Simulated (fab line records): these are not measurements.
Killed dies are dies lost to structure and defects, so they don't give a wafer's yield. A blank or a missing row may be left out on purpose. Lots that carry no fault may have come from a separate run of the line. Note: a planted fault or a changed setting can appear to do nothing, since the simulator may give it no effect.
Lot-split experiment    flow n5 finfet    7 lots, 39 wafers read, on a route of 1938 steps

== THE SPLIT ==
At N5_BEOL_M6_ILD_DEP_00 (deposits SiCOH lowk from DEMS/porogen, target thk 179.75 nm, time 33.4 s), the setting target thk a was moved away from the recipe's 1797.5 angstrom on 15 of the 39 wafers read, by -35.5% to +37.1%. The other wafers ran this setting at the recipe's value.

== SPLIT TO READING: what lies between them in the file, 1 step ==
- N5_BEOL_M6_CURE_74: cures SiCOH lowk, time 240 s

== THE READING ==
M6_ILD_THK in nanometres, read at N5_BEOL_M6_THK_MEAS_01. Fault-free wafers of this fab line usually give 154.2 nm, standard deviation 2 nm.

wafer   tool, chamber at the split  target thk a as run, angstrom  against the recipe  M6_ILD_THK, nm  against lot-mates on the recipe
L076.1  pecvd-01, 0                 1797.5                         recipe              152.3           -
L076.2  pecvd-01, 2                 2433                           +35.4%              205.6           +51.2
L076.3  pecvd-01, 1                 2433                           +35.4%              208.6           +54.2
L076.4  pecvd-01, 0                 2433                           +35.4%              209.6           +55.2
L076.5  pecvd-01, 1                 1797.5                         recipe              156.5           -
L076.6  pecvd-01, 2                 1797.5                         recipe              154.3           -
L075.1  pecvd-01, 2                 1406                           -21.8%              118.2           -34.6
L075.2  pecvd-01, 1                 1797.5                         recipe              153.0           -
L075.3  pecvd-01, 0                 1797.5                         recipe              152.0           -
L075.4  pecvd-01, 2                 1797.5                         recipe              153.5           -
L075.5  pecvd-01, 0                 1406                           -21.8%              120.8           -32.0
L075.6  pecvd-01, 1                 1406                           -21.8%              123.1           -29.7
L077.1  pecvd-02, 1                 1497                           -16.7%              123.7           -28.9
L077.2  pecvd-02, 0                 1797.5                         recipe              151.9           -
L077.3  pecvd-02, 2                 1497                           -16.7%              124.4           -28.2
L077.4  pecvd-02, 2                 1497                           -16.7%              125.5           -27.1
L077.5  pecvd-02, 1                 1797.5                         recipe              151.9           -
L077.6  pecvd-02, 0                 1797.5                         recipe              154.0           -
L078.1  pecvd-02, 1                 1797.5                         recipe              153.1           -
L078.2  pecvd-02, 0                 1797.5                         recipe              151.3           -
L078.3  pecvd-02, 0                 1797.5                         recipe              154.2           -
L078.4  pecvd-02, 1                 1797.5                         recipe              153.9           -
L078.5  pecvd-02, 0                 1797.5                         recipe              154.3           -
L078.6  pecvd-02, 1                 1797.5                         recipe              154.6           -
L081.1  pecvd-01, 1,0               1797.5                         recipe              154.2           -
L081.2  pecvd-01, 2                 1797.5                         recipe              152.4           -
L081.3  pecvd-01, 1,0               1797.5                         recipe              154.3           -
L081.4  pecvd-01, 0                 1159                           -35.5%              100.9           -52.7
L081.5  pecvd-01, 2                 1159                           -35.5%              99.2            -54.4
L081.6  pecvd-01, 1                 1159                           -35.5%              100.3           -53.3
L083.1  pecvd-02, 1                 1797.5                         recipe              152.5           -
L083.2  pecvd-02, 0                 2464                           +37.1%              209.7           +55.5
L083.3  pecvd-02, 0                 1797.5                         recipe              154.5           -
L083.4  pecvd-02, 1                 1797.5                         recipe              155.6           -
L083.5  pecvd-02, 1                 2464                           +37.1%              211.6           +57.4
L083.6  pecvd-02, 0                 2464                           +37.1%              213.4           +59.2
L094.2  pecvd-02, 1                 1797.5                         recipe              152.9           -
L094.3  pecvd-02, 0                 1797.5                         recipe              155.0           -
L094.4  pecvd-02, 2                 1797.5                         recipe              155.3           -
The file does not say which wafer passed through which chamber wherever a row lists several chambers: such a row stands for several wafers.

FIT RESULTS
A straight line over all 39 wafers: M6_ILD_THK changes by +1.55 nm for each +1% of target thk a; r = +1.00; the points scatter about the line by 1.7 nm.
The same after taking each lot's own level away (the mean of its wafers on the recipe; 39 wafers): +1.53 nm for each +1%; r = +1.00; scatter 1.5 nm.
The reading moves by 57 nm for the largest change in target thk a, on that fit.
The lots' own levels span 152.60 to 154.40 nm, that is 0.9 times the standard deviation above.
The two slopes agree, so the slope changes little with the lot-to-lot level.
Check: +56.8 nm against its lot-mates is what the line predicts for one of the wafers moved furthest among these (+37.1%) when that wafer is left out of the fit. Against them it came out at +55.5 nm.

== OTHER SPLITS APPLIED TO THESE WAFERS ==
Note: prior to the reading, these wafers also went through further splits. Each is held against what the fit with the lots' levels taken away leaves over:
other split on the same wafers           wafers away from the commonest value  r with M6_ILD_THK (lot level and that fit taken away)
N5_DUMMY_GATE_HM_DEP_06 time s           33                                    +0.23
N5_SD_EPI_N_ETCH_45 target depth a       12                                    -0.07
N5_BEOL_M0_SAQP_ETCH_106 target depth a  12                                    -0.21
N5_BEOL_M4_ILD_DEP_00 target thk a       12                                    +0.06

== THE WHOLE CHAIN: every reading that the file lists as answering this split, in the file's order ==
step                    what it does                                                              reading                                                                                   change (the file's fit)               r (the file's)
N5_BEOL_M6_ILD_DEP_00   deposits SiCOH lowk from DEMS/porogen, target thk 179.75 nm, time 33.4 s  SiCOH_lowk_of_BEOL_M6_ILD_DEP_00.thk nm (the simulator's own value, which no gauge read)  +1.75 nm for each +1% of the setting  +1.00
N5_BEOL_M6_CURE_74      cures SiCOH lowk, time 240 s                                              SiCOH_lowk_of_BEOL_M6_ILD_DEP_00.thk nm (the simulator's own value, which no gauge read)  +1.53 nm for each +1% of the setting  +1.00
N5_BEOL_M6_THK_MEAS_01                                                                            M6_ILD_THK                                                                                +1.53 for each +1% of the setting     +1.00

== THE FILE'S OWN FIT ==
M6_ILD_THK changes by +1.53 nm for each +1% of target thk a, r = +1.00.
